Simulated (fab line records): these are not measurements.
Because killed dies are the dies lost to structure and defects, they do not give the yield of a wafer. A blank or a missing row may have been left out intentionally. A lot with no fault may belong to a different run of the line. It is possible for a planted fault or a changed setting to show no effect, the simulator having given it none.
fab line records | flow n5Finfet
record lots=11 wafers=30 lastDay=17
route steps=1938 shown BEOL_M1@822 MIM_TOP@1835 MIM_BOT_LITHO@1865 MIM_BOT_ETCH@1869 PASSIVATION@1936
lots that met no fault: from a run of the same line without faults
startH: hours from the record's opening day to when the first of the lot's shown wafers began | waitH: hours from the lot's prior step to this one | " repeats the value in the row above | L1.1+2: a single row standing in for several wafers | - no value, or no start given | * or withheld: withheld | < > ~ a bound
route shown NAME@n: a module of which the file shows steps, and the number in the route of the first | usual: average and standard deviation across the fault-free wafers | same: alike in all rows | chamber/n: place in a boat | sites: each site's reading | _std_site: how widely they spread, as a standard deviation | _edge_site: mean of outer sites minus mean of inner sites | radiusMm: how far each site lies from the wafer's centre | mask NAME#n: copy n | behind: the last tool/chamber to shape the wafer | hold: cause of the lot's hold/its duration in hours/its outcome | device: whichever transistor did not switch (one of n, p or np) | end of line: at the end of the route, the tests of the same wafers | a step given without rows: its recipe and nothing more | killed: dies lost to structure and defects at the first sort, not the wafer's yield | map: dies across one wafer; x = killed, . = not, _ = none there
set.NAME: the setting that was run; set.NAME@STEP: the one run at that earlier step | model.NAME: the simulator's own value behind a step, which no gauge read
the route's steps for a sample of lots (tables are steps, rows are wafers)
services: the hour from which a tool's chamber was out of use, counted from the record's first day as startH (under 0 if before that day), plus the number of hours and why
## steps
# step N5_BEOL_M1_SPUTTER_88
# recipe material=Cu targetThkA=45 tempC=-20 chamberPressurePa=0.07 powerW=withheld timeS=8.29
# usual chuckGasFlowSccm=1.25/0.056 throttleValvePct=29.5/1.1
# columns lot.wafer tool chamber startH waitH chuckGasFlowSccm throttleValvePct
L418.4 pvdSputter-01 - 130.32 0.1 1.19 30.4
L418.5 " - " " 1.38 28.2
L418.6 " - " " 1.30 30.3
L420.1 pvdSputter-03 - 146.68 0.1 1.19 29.1
L420.3 " - " " 1.21 29.8
L420.4 " - " " 1.19 30.8
L424.1 pvdSputter-02 - 166.47 0.1 1.27 29.9
L424.5 " - " " 1.25 30.0
L424.6 " - " " 1.32 28.8
L425.2 pvdSputter-02 - 171.21 0.1 1.33 30.0
L425.3 " - " " 1.23 29.3
L425.5 " - " " 1.39 29.5
L426.1 pvdSputter-02 - 182.83 0.1 1.14 30.1
L426.4 " - " " 1.38 29.3
L426.6 " - " " 1.25 30.2
L427.1 pvdSputter-01 - 188.57 0.1 1.28 30.4
L427.5 " - " " 1.20 29.3
L428.1 pvdSputter-02 - 193.98 0.1 1.29 29.3
L428.2 " - " " 1.27 29.7
L428.4 " - " " 1.32 28.7
L429.5 pvdSputter-02 - 197.88 0.0 1.24 29.3
L429.6 " - " " 1.19 30.1
L430.1 pvdSputter-03 - 201.07 0.1 1.15 29.1
L430.3 " - " " 1.31 29.5
L430.4 " - " " 1.16 31.6
L436.1 pvdSputter-02 - 240.57 0.1 1.30 29.9
L436.3 " - " " 1.32 29.1
L436.6 " - " " 1.26 30.2
L439.1 pvdSputter-01 - 250.77 0.1 1.27 27.7
L439.5 " - " " 1.17 30.3
# step N5_MIM_TOP_ALD_01
# recipe material=HfO2 targetThkA=56 tempC=withheld aldPrecursorFamily=Hf-amide aldCoReactant=O3 pulseTimeS=1 purgeTimeS=3 coReactantPurgeTimeS=2 coReactantPulseTimeS=3 aldCycles=62
# usual precursorPulseHeightRel=1.001/0.02
# columns lot.wafer tool chamber startH waitH precursorPulseHeightRel
L418.4 aldHk-03 3 - - 0.983
L418.5 " 2 " " 0.999
L418.6 " 1 " " 0.997
L420.1 aldHk-03 3 - - 1.009
L420.3 " 0 " " 1.008
L420.4 " 2 " " 1.006
L425.2 aldHk-02 3 - - 1.047
L425.3 " 1 " " 1.005
L425.5 " 2 " " 1.011
L424.1 aldHk-03 3 - - 1.015
L424.5 " 2 " " 1.016
L424.6 " 1 " " 0.996
L426.1 aldHk-02 3 - - 0.979
L426.4 " 0 " " 1.040
L426.6 " 1 " " 1.012
L427.1 aldHk-03 1 - - 0.977
L427.5 " 3 " " 0.991
L428.1 aldHk-03 1 - - 1.040
L428.2 " 3 " " 0.994
L428.4 " 0 " " 0.978
L429.5 aldHk-03 3 - - 1.004
L429.6 " 2 " " 1.031
L430.1 aldHk-02 3 - - 1.001
L430.3 " 1 " " 1.014
L430.4 " 0 " " 0.972
L436.1 aldHk-03 3 - - 0.984
L436.3 " 1 " " 0.975
L436.6 " 0 " " 1.025
L439.1 aldHk-02 1 - - 1.032
L439.5 " 3 " " 1.015
# step N5_MIM_BOT_LITHO_DESCUM_10
# recipe chemistry=O2 timeS=7.9 sourcePowerW=50 biasPowerW=20 pressureMtorr=20 rfFrequencyHz=2.712e+07 tempC=40 o2FlowSccm=225
# usual chamberPressureMTorr=20.000/0.017 drypumpMotorCurrentA=5.7/0.52 oesProductAu=0.82/0.07 rfVppV=243.2/1.6 showerheadPlenumPTorr=2.09/0.086 throttleValvePct=20.39/0.17
# columns lot.wafer tool chamber startH waitH chamberPressureMTorr drypumpMotorCurrentA oesProductAu rfHoursCounterH rfVppV showerheadPlenumPTorr throttleValvePct
L418.4 rieDiel-01 1 238.99 0.0 19.988 5.3 0.68 239 241.5 2.06 20.56
L418.5 " 1 " " 20.018 5.3 0.68 - 242.3 2.06 20.56
L418.6 " 0 " " 20.007 6.1 0.70 - 241.5 1.97 20.63
L420.1 rieDiel-02 3 267.70 0.1 20.013 4.7 0.80 107 243.2 2.01 20.54
L420.3 " 0 " " 20.011 5.8 0.81 - 242.7 2.11 20.08
L420.4 " 3 " " 20.008 4.7 0.80 - 242.0 2.01 20.55
L425.2 rieDiel-01 2 301.97 0.0 19.980 6.3 0.86 45 241.7 2.03 20.20
L425.3 " 3 " " 19.987 5.7 0.77 87 241.4 2.02 20.46
L425.5 " 3 " " 19.984 5.7 0.77 - 241.1 2.02 20.47
L424.1 rieDiel-01 1 302.81 0.0 19.981 5.3 0.98 3 243.1 2.06 20.30
L424.5 " 1 " " 20.011 5.3 0.98 - 241.0 2.06 20.27
L424.6 " 0 " " 19.992 6.1 0.93 - 246.8 2.23 20.27
L426.1 rieDiel-01 0 306.75 0.0 19.994 6.1 0.92 11 244.6 2.23 20.28
L426.4 " 3 " " 19.976 5.7 0.78 88 242.0 2.02 20.45
L426.6 " 1 " " 19.995 5.3 0.97 - 242.7 2.06 20.28
L427.1 rieDiel-01 1 314.59 0.3 20.000 5.3 0.97 8 242.2 2.06 20.31
L427.5 " 1 " " 20.017 5.3 0.96 - 242.1 2.06 20.29
L428.1 rieDiel-02 1 318.11 0.0 19.998 5.6 0.79 109 244.7 2.11 20.27
L428.2 " 3 " " 20.001 4.7 0.78 131 242.2 2.01 20.60
L428.4 " 0 " " 20.010 5.8 0.78 - 243.1 2.10 20.12
L429.5 rieDiel-01 0 326.08 0.3 20.023 6.1 0.90 - 245.0 2.22 20.27
L429.6 " 3 " " 19.973 5.7 0.77 - 243.0 2.02 20.49
L430.1 rieDiel-01 3 338.90 0.0 20.013 5.7 0.77 100 241.7 2.02 20.49
L430.3 " 0 " " 19.964 6.1 0.88 23 245.6 2.22 20.28
L430.4 " 2 " " 20.021 6.4 0.84 58 243.7 2.02 20.23
L436.1 rieDiel-06 0 368.67 0.0 20.002 5.3 0.80 82 243.9 2.22 20.62
L436.3 " 2 " " 20.021 5.4 0.81 97 244.9 2.20 20.58
L436.6 " 2 " " 19.993 5.4 0.80 - 244.1 2.20 20.59
L439.1 rieDiel-02 2 389.53 0.1 19.999 5.8 0.75 131 245.5 2.21 20.54
L439.5 " 0 " " 19.995 5.8 0.76 - 244.1 2.09 20.16
# step N5_MIM_BOT_ETCH_STRIP_01
# recipe chemistry=O2 powerW=600 tempC=60 pressureMtorr=30 rfFrequencyHz=6e+07 biasPowerW=0 overashFraction=0.5 o2FlowSccm=225
# usual chamberPressureMTorr=30.00/0.073 drypumpMotorCurrentA=5.7/0.53 oesProductAu=0.81/0.058 rfVppV=3.5/1.3 showerheadPlenumPTorr=2.11/0.09 throttleValvePct=16.64/0.16
# columns lot.wafer tool chamber startH waitH chamberPressureMTorr drypumpMotorCurrentA oesProductAu rfHoursCounterH rfVppV showerheadPlenumPTorr throttleValvePct
L418.4 rieDiel-02 0 239.38 0.1 29.93 5.8 0.83 65 4.2 2.11 16.33
L418.5 " 2 " " 30.07 5.7 0.77 - 4.2 2.23 16.71
L418.6 " 3 " " 30.09 4.7 0.83 - 2.3 2.02 16.74
L420.1 rieDiel-01 3 268.58 0.4 30.06 5.7 0.82 75 5.0 2.03 16.68
L420.3 " 1 " " 30.06 5.3 0.65 253 3.4 2.06 16.87
L420.4 " 2 " " 30.16 6.3 0.87 - 2.5 2.03 16.43
L425.2 rieDiel-01 2 302.35 0.1 30.02 6.4 0.86 45 1.6 2.03 16.47
L425.3 " 0 " " 30.05 6.1 0.91 10 2.7 2.23 16.47
L425.5 " 0 " " 29.95 6.1 0.91 - 1.9 2.23 16.47
L424.1 rieDiel-02 1 303.26 0.1 30.05 5.6 0.79 102 4.1 2.11 16.50
L424.5 " 0 " " 30.01 5.8 0.80 - 4.7 2.10 16.39
L424.6 " 3 " " 29.98 4.7 0.77 - 3.7 2.01 16.86
L426.1 rieDiel-02 1 307.32 0.3 30.05 5.6 0.79 104 1.7 2.12 16.49
L426.4 " 3 " " 30.04 4.7 0.77 - 3.2 2.01 16.83
L426.6 " 0 " " 29.92 5.8 0.78 - 2.7 2.10 16.42
L427.1 rieDiel-01 1 315.05 0.1 30.06 5.3 0.96 8 0.7 2.06 16.50
L427.5 " 3 " " 30.02 5.7 0.79 - 6.8 2.02 16.76
L428.1 rieDiel-02 1 318.50 0.1 29.90 5.6 0.77 109 3.5 2.11 16.50
L428.2 " 0 " " 30.06 5.8 0.78 101 4.2 2.10 16.39
L428.4 " 1 " " 30.05 5.6 0.78 - 3.8 2.11 16.52
L429.5 rieDiel-01 2 326.46 0.0 30.01 6.4 0.84 - 5.0 2.03 16.43
L429.6 " 3 " " 30.00 5.7 0.78 - 5.0 2.02 16.76
L430.1 rieDiel-01 3 339.30 0.1 30.04 5.7 0.76 100 4.0 2.02 16.74
L430.3 " 1 " " 30.05 5.3 0.96 17 1.0 2.06 16.45
L430.4 " 0 " " 29.94 6.1 0.89 23 1.7 2.22 16.48
L436.1 rieDiel-02 1 369.06 0.1 30.04 5.6 0.76 132 2.0 2.10 16.53
L436.3 " 2 " " 30.10 5.7 0.76 122 3.8 2.22 16.76
L436.6 " 3 " " 29.97 4.8 0.75 - 4.3 2.00 16.88
L439.1 rieDiel-01 3 390.39 0.6 29.93 5.7 0.72 118 3.0 2.02 16.80
L439.5 " 0 " " 29.97 6.1 0.83 - 2.6 2.22 16.47
# step N5_PASSIVATION_PROBE_49
# usual defectLimitedYield=91.5/1.6 killed_at_M0_to_M3=33/10 killed_at_M4_up=13/5.6 killedAtContacts=13/6 killedAtFrontEnd=39/12 killedAtOther=3.0/2.8 killedDies=101/19 killedOpen=65/13 killedShort=32/8.3 sort_bin_4_leakage=0.00/0.0072 sort_bin_5_function=5.0/1 sort_bin_6_memory=3.1/0.69 sortNPass=1079/19 sortYieldPct=91.5/1.6
# same grossDies=1180 killedAtBackSide=0 sort_bin_8_speed[%]=0
# columns lot.wafer tool chamber startH waitH defectLimitedYield[%] killed_at_M0_to_M3 killed_at_M4_up killedAtContacts killedAtFrontEnd killedAtOther killedDies killedOpen killedShort sort_bin_4_leakage[%] sort_bin_5_function[%] sort_bin_6_memory[%] sortNPass sortYieldPct[%]
L427.1 prober-02 - 323.61 0.0 91.0 49 19 11 24 3 106 71 34 0 5.8 3.0 1074 91.0
L427.5 prober-02 - 323.81 0.2 88.6 43 12 35 44 0 134 83 49 0 7.3 4.0 1046 88.6
L436.1 prober-01 - 376.89 0.0 94.5 35 5 2 23 0 65 50 14 0 3.1 2.3 1115 94.5
L436.3 prober-01 - 376.99 0.1 85.3 113 9 16 34 1 173 48 18 0 8.7 3.4 1007 85.3
L436.6 prober-01 - 377.14 0.3 94.8 26 8 2 22 3 61 38 23 0 3.1 1.9 1119 94.8
# killed by level:class
L427.1 BEOL_M3:geometricParticle:open=11 MOL_CONTACT_COAG:geometricParticle:open=10 FIN_SAQP:geometricParticle:open=9 BEOL_M0_SAQP:geometricParticle:short=9 BEOL_M4:geometricParticle:open=8 BEOL_M0:geometricParticle:open=7 BEOL_M2:geometricParticle:open=6 FIN_SAQP:geometricParticle:short=5
L427.5 MOL_CONTACT_COAG:geometricParticle:open=25 BEOL_M0_SAQP:geometricParticle:short=14 BEOL_M0_SAQP:geometricParticle:open=13 FIN_SAQP:geometricParticle:open=11 FIN_SAQP:geometricParticle:short=11 MOL_CONTACT_COAG:geometricParticle:short=9 STARTING-WAFER:geometricParticle:open=6 BEOL_M0:geometricParticle:open=5
L436.1 BEOL_M2:geometricParticle:open=12 BEOL_M0_SAQP:geometricParticle:open=9 BEOL_M0_SAQP:geometricParticle:short=5 BEOL_M1:geometricParticle:open=5 STI_FIN_REVEAL:geometricParticle:open=4 DUMMY_GATE:geometricParticle:open=4 GATE_CUT:geometricParticle:short=4 FIN_SAQP:geometricParticle:open=3
L436.3 BEOL_M1:unspecified=96 MOL_CONTACT_COAG:geometricParticle:open=13 HKMG_FIN:areaEtch=10 BEOL_M2:geometricParticle:open=7 BEOL_M4:geometricParticle:open=5 DUMMY_GATE:geometricParticle:open=4 BEOL_M0_SAQP:geometricParticle:open=4 BEOL_M3:geometricParticle:open=4
L436.6 BEOL_M2:geometricParticle:open=8 BEOL_M3:geometricParticle:open=7 STI_FIN_REVEAL:geometricParticle:open=4 BEOL_M3:geometricParticle:short=4 FIN_SAQP:geometricParticle:short=3 BEOL_M4:geometricParticle:open=3 FIN_SAQP:geometricParticle:open=2 DUMMY_GATE:geometricParticle:short=2
## services
# columns tool chamber startH hours kind
aldHk-03 - 112.21 0.3 repair
rieDiel-02 0 145.20 4.2 repair
rieDiel-01 2 155.86 - clean
rieDiel-01 2 155.86 - consumableReplace:focusRing
rieDiel-01 2 155.86 24.8 scheduledDown
rieDiel-01 2 155.86 24.8 ventCycle
aldHk-03 - 186.27 6.0 pm
rieDiel-06 3 219.51 1.4 repair
rieDiel-01 0 239.19 - clean
rieDiel-01 0 239.19 - consumableReplace:focusRing
rieDiel-01 0 239.19 - consumableReplace:showerhead
rieDiel-01 0 239.19 32.1 scheduledDown
rieDiel-01 0 239.19 32.1 ventCycle
aldHk-03 - 248.63 2.1 repair
rieDiel-02 1 259.35 18.6 repair
rieDiel-01 1 271.35 - clean
rieDiel-01 1 271.35 - consumableReplace:focusRing
aldHk-02 - 273.00 2.8 pm
pvdSputter-03 - 328.74 2.3 repair
rieDiel-02 3 329.31 13.5 repair
rieDiel-06 - 358.14 0.3 repair
pvdSputter-01 - 359.72 0.6 repair
rieDiel-01 1 368.16 6.0 repair
rieDiel-02 1 382.68 3.1 repair
## key
firstSign step=N5_PASSIVATION_PROBE_49 reading=killed_at_M0_to_M3 direction=up sigmas=7.7 usual=33 struck=113
effect step=N5_PASSIVATION_PROBE_49 reading=defectLimitedYield direction=down sigmas=3.8 usual=91.5 struck=85.3
moreKillsBornAt N5_BEOL_M1_SPUTTER_88@pvdSputter-02=96
metAt N5_BEOL_M1_SPUTTER_88
struckLots L436
struckWafers L436.3
baselineLoss step=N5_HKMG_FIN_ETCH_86 wafers=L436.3
notActingAt N5_MIM_TOP_ALD_01,N5_MIM_BOT_LITHO_DESCUM_10,N5_MIM_BOT_ETCH_STRIP_01
onsetBetween 193.98 240.57
fault kind=chamberParticleSource tool=pvdSputter-02 chamber=- onsetH=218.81 steps=N5_BEOL_M1_SPUTTER_88 ratePerVisitCm2=0.39411 scope=struckWafersOnly
# baselineLoss: these wafers lose ten dies or more at that step, a loss of the line's own and not of a fault; the sort's usual values leave them out
